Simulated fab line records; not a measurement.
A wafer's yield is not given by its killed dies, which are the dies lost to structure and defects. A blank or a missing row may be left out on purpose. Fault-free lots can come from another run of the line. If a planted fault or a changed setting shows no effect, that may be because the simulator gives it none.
Which tool was responsible? | flow n5-finfet | Sampling: 10 lots, 30 wafers, 4 of 1938 route steps

## WHAT THE GAUGES READ, wafer by wafer
N5_MIM_TOP_LITHO_CD_MEAS_08 targets a cd of 2000 nm.
lot  | measured     | on        | cd-nm (nm)
L745 | day 12 11:41 | cd-sem-03 | 2001.2 2003.4 2000.6
L747 | day 13 04:00 | cd-sem-02 | 2000.4 1999.6 2000.7
L748 | day 13 07:14 | cd-sem-01 | 1999.5 1999.6 1999.4
L749 | day 14 03:32 | cd-sem-01 | 2000.7 2000.9 1999.3
L758 | day 16 07:46 | cd-sem-01 | 1992.9 1992.2 1990.2
L757 | day 16 08:08 | cd-sem-01 | 1996.3 1993.1 1995.2
L761 | day 16 12:12 | cd-sem-03 | 1999.8 1998.5 1998.1
L762 | day 16 23:07 | cd-sem-02 | 2000.7 2000.1 2001.7
L763 | day 17 05:00 | cd-sem-02 | 2001.0 2001.7 2000.5
L765 | day 17 17:43 | cd-sem-02 | 1997.0 1997.2 1999.8

## EACH LOT AND THE TOOL THAT RAN IT (in order: tool; ch and the chambers of the sampled wafers; start)
lot  | N5_BEOL_M15_PRE_CLEAN_42     | N5_BEOL_M15_SPUTTER_44       | N5_MIM_TOP_LITHO_EXPOSE_05
L745 | pvd-sputter-01, day 12 06:43 | pvd-sputter-01, day 12 06:50 | krf-scanner-02 ch 0, day 12 11:31
L747 | pvd-sputter-02, day 12 22:57 | pvd-sputter-02, day 12 23:04 | krf-scanner-02 ch 0, day 13 03:50
L748 | pvd-sputter-03, day 13 03:07 | pvd-sputter-03, day 13 03:14 | krf-scanner-02 ch 0, day 13 07:04
L749 | pvd-sputter-02, day 13 22:13 | pvd-sputter-02, day 13 22:20 | krf-scanner-02 ch 0, day 14 03:22
L758 | pvd-sputter-03, day 16 01:42 | pvd-sputter-03, day 16 01:49 | krf-scanner-02 ch 0, day 16 07:35
L757 | pvd-sputter-03, day 16 02:44 | pvd-sputter-03, day 16 02:52 | krf-scanner-02 ch 0, day 16 07:58
L761 | pvd-sputter-01, day 16 06:27 | pvd-sputter-01, day 16 06:34 | krf-scanner-01 ch 0, day 16 12:02
L762 | pvd-sputter-03, day 16 15:34 | pvd-sputter-03, day 16 15:41 | krf-scanner-01 ch 0, day 16 22:56
L763 | pvd-sputter-02, day 16 23:52 | pvd-sputter-02, day 16 23:59 | krf-scanner-01 ch 0, day 17 04:49
L765 | pvd-sputter-03, day 17 13:22 | pvd-sputter-03, day 17 13:29 | krf-scanner-01 ch 0, day 17 17:33
- N5_BEOL_M15_PRE_CLEAN_42: time 30 s.
- N5_BEOL_M15_SPUTTER_44: material Ta, target thk 15 nm, time 24.19 s.
- N5_MIM_TOP_LITHO_EXPOSE_05: exposes mask MIM TOP, target cd 2000 nm.

## THE ANSWER, worked out from the rows above alone
Rule: usual is defined by the lots themselves. The widest of any qualifying gaps counts: lots, ordered by their means at a reading, are off when they make up no more than a third of the lots, leave a main group of 4 or more, and stand apart from it by 3 or more times the standard deviation of that group's means. Not used: any main group whose means are identical at the precision the tables above print for the reading. A lot without any number at a reading at which 4 lots or more have one is off too. The other lots that the step has rows for count as sound.
Nothing can be told from this: no lot is off at any reading shown.

## WHAT THE SIMULATOR PUT IN
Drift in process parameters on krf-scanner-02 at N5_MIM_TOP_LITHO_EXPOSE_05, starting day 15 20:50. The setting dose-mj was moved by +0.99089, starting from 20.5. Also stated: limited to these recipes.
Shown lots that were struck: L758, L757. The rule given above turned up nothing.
